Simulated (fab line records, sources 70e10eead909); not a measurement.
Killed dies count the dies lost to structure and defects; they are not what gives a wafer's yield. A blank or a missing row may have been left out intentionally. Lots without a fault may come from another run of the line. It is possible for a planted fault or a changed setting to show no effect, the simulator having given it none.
fab line records :: flow nand_harc
record:
  lots: 5
  wafers: 15
  last_day: 33
route steps=1302 shown P_ZERO_WELL@29
lots with no fault: from the same line, run without faults
start_h: hours from the record's opening day to when the first of the lot's shown wafers began :: wait_h: hours from the lot's prior step to this one :: " unchanged from the row above :: L1.1+2: one row covering several wafers at once :: - no value present, or no start provided :: * or withheld: withheld :: < > ~ a bound
route shown NAME@n: names a module that has steps shown in the file, with the first one's number in the route :: usual: the fault-free wafers' mean and standard deviation :: same: alike in all rows :: chamber/n: place in a boat :: sites: readings site by site :: _std_site: the values' standard deviation :: _edge_site: mean of outer sites minus mean of inner sites :: radius_mm: for every site, how far away it sits from the centre of the wafer :: mask NAME#n: copy n :: behind: tool/chamber where the wafer was last shaped :: hold: reason for holding the lot/hours on hold/outcome of the hold :: device: which transistor (n, p or np) failed to switch :: end of line: the tests these same wafers got at the end of their route :: where a step has no rows: the recipe by itself :: killed: dies lost to structure and defects at the first sort, not the wafer's yield :: map: the dies of a wafer, with x for killed, . for not killed, _ for no die there
set.NAME: the setting the step ran with; set.NAME@STEP: the setting that earlier step ran with :: model.NAME: the simulator's own value behind a step, which no gauge read
a table for each step, a row for each wafer; lots at some steps of the route
services: a tool's chamber out of use, with start hour (start_h, from the record's first day; less than 0 if before it), hours out, and reason
== steps ==
step: NHARC_P_ZERO_WELL_CD_MEAS_24
recipe:
  target_cd_nm: 720
  landing_energy_ev: 500
usual:
  cd_nm: 720.6/1.8
lot.wafer: L598.1
tool: cd_sem-03
chamber: 0
start_h: 92.58
wait_h: -
cd_nm: 721.0

lot.wafer: L598.3
tool: cd_sem-03
chamber: 0
start_h: 92.58
wait_h: -
cd_nm: 721.6

lot.wafer: L598.5
tool: cd_sem-03
chamber: 0
start_h: 92.58
wait_h: -
cd_nm: 720.9

lot.wafer: L603.1
tool: cd_sem-02
chamber: 0
start_h: 142.58
wait_h: -
cd_nm: 720.0

lot.wafer: L603.2
tool: cd_sem-02
chamber: 0
start_h: 142.58
wait_h: -
cd_nm: 722.1

lot.wafer: L603.4
tool: cd_sem-02
chamber: 0
start_h: 142.58
wait_h: -
cd_nm: 720.1

lot.wafer: L606.1
tool: cd_sem-01
chamber: 0
start_h: 173.33
wait_h: -
cd_nm: 722.6

lot.wafer: L606.2
tool: cd_sem-01
chamber: 0
start_h: 173.33
wait_h: -
cd_nm: 723.4

lot.wafer: L606.6
tool: cd_sem-01
chamber: 0
start_h: 173.33
wait_h: -
cd_nm: 720.6

lot.wafer: L607.1
tool: cd_sem-03
chamber: 0
start_h: 182.33
wait_h: -
cd_nm: 720.4

lot.wafer: L607.5
tool: cd_sem-03
chamber: 0
start_h: 182.33
wait_h: -
cd_nm: 721.5

lot.wafer: L607.6
tool: cd_sem-03
chamber: 0
start_h: 182.33
wait_h: -
cd_nm: 720.4

lot.wafer: L614.1
tool: cd_sem-02
chamber: 0
start_h: 252.33
wait_h: -
cd_nm: 721.3

lot.wafer: L614.2
tool: cd_sem-02
chamber: 0
start_h: 252.33
wait_h: -
cd_nm: 722.0

lot.wafer: L614.6
tool: cd_sem-02
chamber: 0
start_h: 252.33
wait_h: -
cd_nm: 719.5
step: NHARC_P_ZERO_WELL_HARDBAKE_25
recipe:
  temp_c: 125
  time_s: 80
step: NHARC_P_ZERO_WELL_DESCUM_26
recipe:
  time_s: 3
  o2_flow_sccm: 200
  ar_flow_sccm: 0
  bias_power_w: 0
  chemistry: O2
usual:
  drypump_motor_current_A: 5.9/0.4
  oes_product_au: 0.998/0.011
  rf_vpp_V: 57.9/0.88
  showerhead_plenum_p_Torr: 1.92/0.081
  throttle_valve_pct: 11.312/0.0091
lot.wafer: L598.3
tool: rie_diel-07
chamber: 2
start_h: 92.74
wait_h: -
drypump_motor_current_A: 5.9
oes_product_au: 1.002
rf_hours_counter_h: 46
rf_vpp_V: 56.6
showerhead_plenum_p_Torr: 1.89
throttle_valve_pct: 11.309

lot.wafer: L598.1
tool: rie_diel-07
chamber: 0
start_h: 92.74
wait_h: -
drypump_motor_current_A: 5.8
oes_product_au: 1.000
rf_hours_counter_h: 46
rf_vpp_V: 57.0
showerhead_plenum_p_Torr: 1.88
throttle_valve_pct: 11.329

lot.wafer: L598.5
tool: rie_diel-07
chamber: 2
start_h: 92.74
wait_h: -
drypump_motor_current_A: 5.9
oes_product_au: 0.997
rf_hours_counter_h: -
rf_vpp_V: 57.6
showerhead_plenum_p_Torr: 1.89
throttle_valve_pct: 11.312

lot.wafer: L603.2
tool: rie_diel-07
chamber: 3
start_h: 142.75
wait_h: -
drypump_motor_current_A: 5.7
oes_product_au: 0.999
rf_hours_counter_h: 4
rf_vpp_V: 58.1
showerhead_plenum_p_Torr: 1.79
throttle_valve_pct: 11.303

lot.wafer: L603.4
tool: rie_diel-07
chamber: 0
start_h: 142.75
wait_h: -
drypump_motor_current_A: 5.8
oes_product_au: 0.991
rf_hours_counter_h: 4
rf_vpp_V: 58.3
showerhead_plenum_p_Torr: 1.88
throttle_valve_pct: 11.325

lot.wafer: L603.1
tool: rie_diel-07
chamber: 1
start_h: 142.75
wait_h: -
drypump_motor_current_A: 6.6
oes_product_au: 1.002
rf_hours_counter_h: 6
rf_vpp_V: 57.1
showerhead_plenum_p_Torr: 2.02
throttle_valve_pct: 11.319

lot.wafer: L606.2
tool: rie_diel-07
chamber: 2
start_h: 173.50
wait_h: -
drypump_motor_current_A: 5.9
oes_product_au: 1.008
rf_hours_counter_h: 18
rf_vpp_V: 58.0
showerhead_plenum_p_Torr: 1.88
throttle_valve_pct: 11.306

lot.wafer: L606.1
tool: rie_diel-07
chamber: 3
start_h: 173.50
wait_h: -
drypump_motor_current_A: 5.7
oes_product_au: 1.002
rf_hours_counter_h: 16
rf_vpp_V: 57.9
showerhead_plenum_p_Torr: 1.79
throttle_valve_pct: 11.303

lot.wafer: L606.6
tool: rie_diel-07
chamber: 2
start_h: 173.50
wait_h: -
drypump_motor_current_A: 5.9
oes_product_au: 1.001
rf_hours_counter_h: -
rf_vpp_V: 56.4
showerhead_plenum_p_Torr: 1.88
throttle_valve_pct: 11.298

lot.wafer: L607.1
tool: rie_diel-13
chamber: 3
start_h: 182.53
wait_h: -
drypump_motor_current_A: 6.3
oes_product_au: 0.999
rf_hours_counter_h: 2
rf_vpp_V: 58.3
showerhead_plenum_p_Torr: 1.97
throttle_valve_pct: 11.318

lot.wafer: L607.5
tool: rie_diel-13
chamber: 0
start_h: 182.53
wait_h: -
drypump_motor_current_A: 5.4
oes_product_au: 1.001
rf_hours_counter_h: -
rf_vpp_V: 58.0
showerhead_plenum_p_Torr: 1.98
throttle_valve_pct: 11.309

lot.wafer: L607.6
tool: rie_diel-13
chamber: 1
start_h: 182.53
wait_h: -
drypump_motor_current_A: 5.4
oes_product_au: 0.983
rf_hours_counter_h: -
rf_vpp_V: 58.5
showerhead_plenum_p_Torr: 2.06
throttle_valve_pct: 11.296

lot.wafer: L614.1
tool: rie_diel-07
chamber: 1
start_h: 252.49
wait_h: -
drypump_motor_current_A: 6.6
oes_product_au: 1.016
rf_hours_counter_h: 38
rf_vpp_V: 58.0
showerhead_plenum_p_Torr: 2.01
throttle_valve_pct: 11.296

lot.wafer: L614.2
tool: rie_diel-07
chamber: 2
start_h: 252.49
wait_h: -
drypump_motor_current_A: 5.9
oes_product_au: 1.006
rf_hours_counter_h: 42
rf_vpp_V: 57.6
showerhead_plenum_p_Torr: 1.87
throttle_valve_pct: 11.307

lot.wafer: L614.6
tool: rie_diel-07
chamber: 1
start_h: 252.49
wait_h: -
drypump_motor_current_A: 6.6
oes_product_au: 1.018
rf_hours_counter_h: -
rf_vpp_V: 57.9
showerhead_plenum_p_Torr: 2.01
throttle_valve_pct: 11.312
step: NHARC_P_ZERO_WELL_IMPLANT_27
recipe:
  energy_kev: 600
  dose_cm2: 1e+13
  tilt_deg: 7
step: NHARC_P_ZERO_WELL_IMPLANT_57
recipe:
  energy_kev: 250
  dose_cm2: 4e+12
  tilt_deg: 7
step: NHARC_P_ZERO_WELL_IMPLANT_58
recipe:
  energy_kev: 100
  dose_cm2: 2e+12
  tilt_deg: 7
step: NHARC_P_ZERO_WELL_STRIP_28
recipe:
  time_s: 840
  temp_c: 130
  chemistry: SPM
step: NHARC_P_ZERO_WELL_DEHYDRATE_29
recipe:
  temp_c: 150
  time_s: 120
step: NHARC_P_ZERO_WELL_HMDS_30
recipe:
  time_s: 30
step: NHARC_P_ZERO_WELL_COAT_31
recipe:
  spin_rpm: withheld
step: NHARC_P_ZERO_WELL_SOFTBAKE_32
recipe:
  temp_c: 122
  time_s: 95
step: NHARC_P_ZERO_WELL_EBR_33
step: NHARC_P_ZERO_WELL_EXPOSE_34
recipe:
  na: 0.6
  target_cd_nm: 720
  dose_mj: 22.31
  mask_id: P_PWELL
usual:
  exposure_dose_mJ_cm2: 22.317/0.023
lot.wafer: L598.1
tool: krf_scanner-02
chamber: 0
start_h: 98.00
wait_h: -
mask: P_PWELL#0
exposure_dose_mJ_cm2: 22.334

lot.wafer: L598.3
tool: krf_scanner-02
chamber: 0
start_h: 98.00
wait_h: -
mask: P_PWELL#0
exposure_dose_mJ_cm2: 22.321

lot.wafer: L598.5
tool: krf_scanner-02
chamber: 0
start_h: 98.00
wait_h: -
mask: P_PWELL#0
exposure_dose_mJ_cm2: 22.305

lot.wafer: L603.1
tool: krf_scanner-04
chamber: 0
start_h: 143.93
wait_h: -
mask: P_PWELL#0
exposure_dose_mJ_cm2: 22.296

lot.wafer: L603.2
tool: krf_scanner-04
chamber: 0
start_h: 143.93
wait_h: -
mask: P_PWELL#0
exposure_dose_mJ_cm2: 22.329

lot.wafer: L603.4
tool: krf_scanner-04
chamber: 0
start_h: 143.93
wait_h: -
mask: P_PWELL#0
exposure_dose_mJ_cm2: 22.337

lot.wafer: L606.1
tool: krf_scanner-01
chamber: 0
start_h: 174.85
wait_h: -
mask: P_PWELL#0
exposure_dose_mJ_cm2: 22.317

lot.wafer: L606.2
tool: krf_scanner-01
chamber: 0
start_h: 174.85
wait_h: -
mask: P_PWELL#0
exposure_dose_mJ_cm2: 22.339

lot.wafer: L606.6
tool: krf_scanner-01
chamber: 0
start_h: 174.85
wait_h: -
mask: P_PWELL#0
exposure_dose_mJ_cm2: 22.274

lot.wafer: L607.1
tool: krf_scanner-01
chamber: 0
start_h: 183.68
wait_h: -
mask: P_HVPW#0
exposure_dose_mJ_cm2: 22.265

lot.wafer: L607.5
tool: krf_scanner-01
chamber: 0
start_h: 183.68
wait_h: -
mask: P_HVPW#0
exposure_dose_mJ_cm2: 22.301

lot.wafer: L607.6
tool: krf_scanner-01
chamber: 0
start_h: 183.68
wait_h: -
mask: P_HVPW#0
exposure_dose_mJ_cm2: 22.303

lot.wafer: L614.1
tool: krf_scanner-02
chamber: 0
start_h: 253.81
wait_h: -
mask: P_PWELL#0
exposure_dose_mJ_cm2: 22.294

lot.wafer: L614.2
tool: krf_scanner-02
chamber: 0
start_h: 253.81
wait_h: -
mask: P_PWELL#0
exposure_dose_mJ_cm2: 22.310

lot.wafer: L614.6
tool: krf_scanner-02
chamber: 0
start_h: 253.81
wait_h: -
mask: P_PWELL#0
exposure_dose_mJ_cm2: 22.364
step: NHARC_P_ZERO_WELL_PEB_35
recipe:
  peb_temp_c: 118
  peb_time_s: 85
step: NHARC_P_ZERO_WELL_DEVELOP_36
recipe:
  time_s: 70
step: NHARC_P_ZERO_WELL_CD_MEAS_37
recipe:
  target_cd_nm: 720
  landing_energy_ev: 500
usual:
  cd_nm: 719.5/1.8
lot.wafer: L598.1
tool: cd_sem-02
chamber: 0
start_h: 98.16
wait_h: -
cd_nm: 717.5

lot.wafer: L598.3
tool: cd_sem-02
chamber: 0
start_h: 98.16
wait_h: -
cd_nm: 718.5

lot.wafer: L598.5
tool: cd_sem-02
chamber: 0
start_h: 98.16
wait_h: -
cd_nm: 719.0

lot.wafer: L603.1
tool: cd_sem-03
chamber: 0
start_h: 144.09
wait_h: -
cd_nm: 720.5

lot.wafer: L603.2
tool: cd_sem-03
chamber: 0
start_h: 144.09
wait_h: -
cd_nm: 721.3

lot.wafer: L603.4
tool: cd_sem-03
chamber: 0
start_h: 144.09
wait_h: -
cd_nm: 723.5

lot.wafer: L606.1
tool: cd_sem-03
chamber: 0
start_h: 175.01
wait_h: -
cd_nm: 721.4

lot.wafer: L606.2
tool: cd_sem-03
chamber: 0
start_h: 175.01
wait_h: -
cd_nm: 717.8

lot.wafer: L606.6
tool: cd_sem-03
chamber: 0
start_h: 175.01
wait_h: -
cd_nm: 721.2

lot.wafer: L607.1
tool: cd_sem-02
chamber: 0
start_h: 183.84
wait_h: -
cd_nm: -

lot.wafer: L607.5
tool: cd_sem-02
chamber: 0
start_h: 183.84
wait_h: -
cd_nm: -

lot.wafer: L607.6
tool: cd_sem-02
chamber: 0
start_h: 183.84
wait_h: -
cd_nm: -

lot.wafer: L614.1
tool: cd_sem-02
chamber: 0
start_h: 253.97
wait_h: -
cd_nm: 718.5

lot.wafer: L614.2
tool: cd_sem-02
chamber: 0
start_h: 253.97
wait_h: -
cd_nm: 719.3

lot.wafer: L614.6
tool: cd_sem-02
chamber: 0
start_h: 253.97
wait_h: -
cd_nm: 719.0
step: NHARC_P_ZERO_WELL_HARDBAKE_38
recipe:
  temp_c: 125
  time_s: 80
== services ==
tool: rie_diel-07
chamber: 0
start_h: 72.76
hours: -
kind: clean

tool: rie_diel-07
chamber: 1
start_h: 72.76
hours: -
kind: clean

tool: rie_diel-07
chamber: 2
start_h: 72.76
hours: -
kind: clean

tool: rie_diel-07
chamber: 3
start_h: 72.76
hours: -
kind: clean

tool: krf_scanner-02
chamber: -
start_h: 81.68
hours: 2.4
kind: repair

tool: krf_scanner-02
chamber: -
start_h: 89.67
hours: 4.1
kind: repair

tool: krf_scanner-02
chamber: -
start_h: 94.00
hours: 4.0
kind: pm

tool: rie_diel-07
chamber: 0
start_h: 96.11
hours: 9.6
kind: repair

tool: krf_scanner-02
chamber: -
start_h: 103.59
hours: 3.3
kind: repair

tool: rie_diel-07
chamber: -
start_h: 117.35
hours: 9.0
kind: pm

tool: krf_scanner-01
chamber: -
start_h: 140.03
hours: 4.0
kind: pm

tool: krf_scanner-04
chamber: -
start_h: 153.85
hours: 0.5
kind: repair

tool: rie_diel-13
chamber: 2
start_h: 156.41
hours: 22.4
kind: repair

tool: rie_diel-13
chamber: -
start_h: 165.01
hours: 9.0
kind: pm

tool: krf_scanner-04
chamber: -
start_h: 167.36
hours: 0.3
kind: repair

tool: rie_diel-07
chamber: 1
start_h: 171.26
hours: 18.0
kind: repair

tool: rie_diel-07
chamber: 2
start_h: 174.65
hours: 3.1
kind: repair

tool: krf_scanner-04
chamber: -
start_h: 182.00
hours: 4.0
kind: pm

tool: rie_diel-13
chamber: 3
start_h: 200.20
hours: 13.6
kind: repair

tool: rie_diel-13
chamber: -
start_h: 202.49
hours: 0.5
kind: repair

tool: krf_scanner-02
chamber: -
start_h: 208.56
hours: 0.6
kind: repair

tool: rie_diel-07
chamber: -
start_h: 209.11
hours: 3.7
kind: repair

tool: krf_scanner-02
chamber: -
start_h: 237.20
hours: 11.6
kind: repair

tool: rie_diel-13
chamber: 1
start_h: 252.63
hours: 6.6
kind: repair
== key ==
first_sign:
  step: NHARC_P_ZERO_WELL_EXPOSE_34
  reading: mask
  direction: changed
effect:
  step: NHARC_P_ZERO_WELL_CD_MEAS_37
  reading: cd_nm
  direction: missing
met_at NHARC_P_ZERO_WELL_EXPOSE_34
struck_wafers L607.1,L607.5,L607.6
later_rows_left_out L607.1,L607.5,L607.6
sort_left_out L607.1,L607.5,L607.6
tester_left_out L607
onset_between 174.85 183.68
fault:
  kind: wrong_mask
  tool: any
  chamber: -
  onset_h: 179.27
  steps: NHARC_P_ZERO_WELL_EXPOSE_34
  aux_copy: P_HVPW#0
  scope: struck_lots_only
tester_left_out: of these lots the tester's yield and bins aren't shown, on N5 and GAA mostly nor the transistor test; their killed dies are dies lost to structure and defects alone, not to doping, threshold or leakage, so they don't give the yield
sort_left_out: the simulated sort isn't trusted on such a fault, so these wafers' sort isn't shown, and their yield isn't known
later_rows_left_out: the simulator's readings of these wafers behind a module that went badly wrong aren't trusted and aren't shown, but for the sort
